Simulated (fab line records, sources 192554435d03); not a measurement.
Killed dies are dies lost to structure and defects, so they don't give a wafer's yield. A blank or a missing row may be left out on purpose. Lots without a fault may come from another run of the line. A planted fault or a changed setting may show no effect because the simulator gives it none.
Split-lot experiment | flow n5_finfet | 7 lots, 21 wafers read, on a route of 1938 steps

THE SPLIT
At N5_PMOS_HMC_CHANNEL_EPI_COAT_03 (resist thk 205 nm), the setting spin_rpm was moved away from the recipe's 1500 rpm on 8 of the 21 wafers read, by +4.0% to +10.7%. The other wafers ran this setting at the recipe's value.

FROM THE SPLIT TO THE READING: what the file shows between them, 2 steps
- N5_PMOS_HMC_CHANNEL_EPI_EBR_05
- N5_PMOS_HMC_CHANNEL_EPI_SOFTBAKE_04: time 60 s

THE READING
CAR-ArF-block_of_PMOS_HMC_CHANNEL_EPI_COAT_03.thk_nm (the simulator's own value, which no gauge read), in nm, at N5_PMOS_HMC_CHANNEL_EPI_DESCUM_14 (chemistry O2, time 7.9 s). The file gives no usual value for it. The 13 wafers here that ran the recipe average 198.8 nm, standard deviation 0.82 nm.

wafer  | tool, chamber at the split | spin_rpm as run, rpm | against the recipe | CAR-ArF-block_of_PMOS_HMC_CHANNEL_EPI_COAT_03.thk_nm, nm | against lot-mates on the recipe
L076.2 | litho_track-02, 0          | 1500                 | recipe             | 199                                                      | -
L076.4 | litho_track-02, 0          | 1500                 | recipe             | 199.2                                                    | -
L076.6 | litho_track-02, 0          | 1500                 | recipe             | 199.2                                                    | -
L077.1 | litho_track-04, 0          | 1500                 | recipe             | 198.3                                                    | -
L077.2 | litho_track-04, 0          | 1500                 | recipe             | 198.6                                                    | -
L077.3 | litho_track-04, 0          | 1560                 | +4.0%              | 194.7                                                    | -3.8
L080.2 | litho_track-04, 0          | 1657                 | +10.5%             | 188.2                                                    | -9.7
L080.4 | litho_track-04, 0          | 1657                 | +10.5%             | 189.1                                                    | -8.8
L080.5 | litho_track-04, 0          | 1500                 | recipe             | 197.9                                                    | -
L090.3 | litho_track-05, 0          | 1596                 | +6.4%              | 193.5                                                    | -6.2
L090.4 | litho_track-05, 0          | 1596                 | +6.4%              | 193                                                      | -6.7
L090.6 | litho_track-05, 0          | 1500                 | recipe             | 199.7                                                    | -
L093.1 | litho_track-05, 0          | 1500                 | recipe             | 200.5                                                    | -
L093.4 | litho_track-05, 0          | 1661                 | +10.7%             | 189.6                                                    | -10.9
L093.5 | litho_track-05, 0          | 1661                 | +10.7%             | 189.6                                                    | -10.9
L094.1 | litho_track-04, 0          | 1500                 | recipe             | 198                                                      | -
L094.3 | litho_track-04, 0          | 1500                 | recipe             | 198.2                                                    | -
L094.5 | litho_track-04, 0          | 1500                 | recipe             | 197.3                                                    | -
L097.2 | litho_track-02, 0          | 1500                 | recipe             | 199.4                                                    | -
L097.3 | litho_track-02, 0          | 1500                 | recipe             | 198.6                                                    | -
L097.4 | litho_track-02, 0          | 1587                 | +5.8%              | 193.7                                                    | -5.3

THE FIT
A straight line over all 21 wafers: CAR-ArF-block_of_PMOS_HMC_CHANNEL_EPI_COAT_03.thk_nm changes by -0.902 nm for each +1% of spin_rpm; r = -0.98; the points scatter about the line by 0.77 nm.
The same after taking each lot's own level away (the mean of its wafers on the recipe; 21 wafers): -0.956 nm for each +1%; r = -0.99; scatter 0.44 nm.
On that fit, the largest move of spin_rpm shifts the reading by 10 nm.
The lots' own levels span 197.83 to 200.50 nm, that is 3.2 times the standard deviation above.
So the lot-to-lot level changes the slope little: the two slopes agree.
Check: with one of the wafers moved furthest among these (+10.7%) left out of the fit, the line predicts -10.1 nm for it against its lot-mates. It came out at -10.9 nm against them.

OTHER SPLITS ON THESE WAFERS
These wafers also went through other splits before the reading. Each is held against what the fit with the lots' levels taken away leaves over:
other split on the same wafers           | wafers away from the commonest value | r with CAR-ArF-block_of_PMOS_HMC_CHANNEL_EPI_COAT_03.thk_nm (lot level and that fit taken away)
N5_PMOS_HMC_CHANNEL_EPI_COAT_31 spin_rpm | 5                                    | +0.11

THE WHOLE CHAIN: every reading that the file lists as answering this split, in the file's order
step                              | what it does             | reading                                                                                               | change (the file's fit)               | r (the file's)
N5_PMOS_HMC_CHANNEL_EPI_COAT_03   | resist thk 205 nm        | CAR-ArF-block_of_PMOS_HMC_CHANNEL_EPI_COAT_03.thk_nm (the simulator's own value, which no gauge read) | -0.958 nm for each +1% of the setting | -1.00
N5_PMOS_HMC_CHANNEL_EPI_DESCUM_14 | chemistry O2, time 7.9 s | CAR-ArF-block_of_PMOS_HMC_CHANNEL_EPI_COAT_03.thk_nm (the simulator's own value, which no gauge read) | -0.954 nm for each +1% of the setting | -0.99

THE FILE'S OWN FIT
CAR-ArF-block_of_PMOS_HMC_CHANNEL_EPI_COAT_03.thk_nm changes by -0.954 nm for each +1% of spin_rpm, r = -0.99.
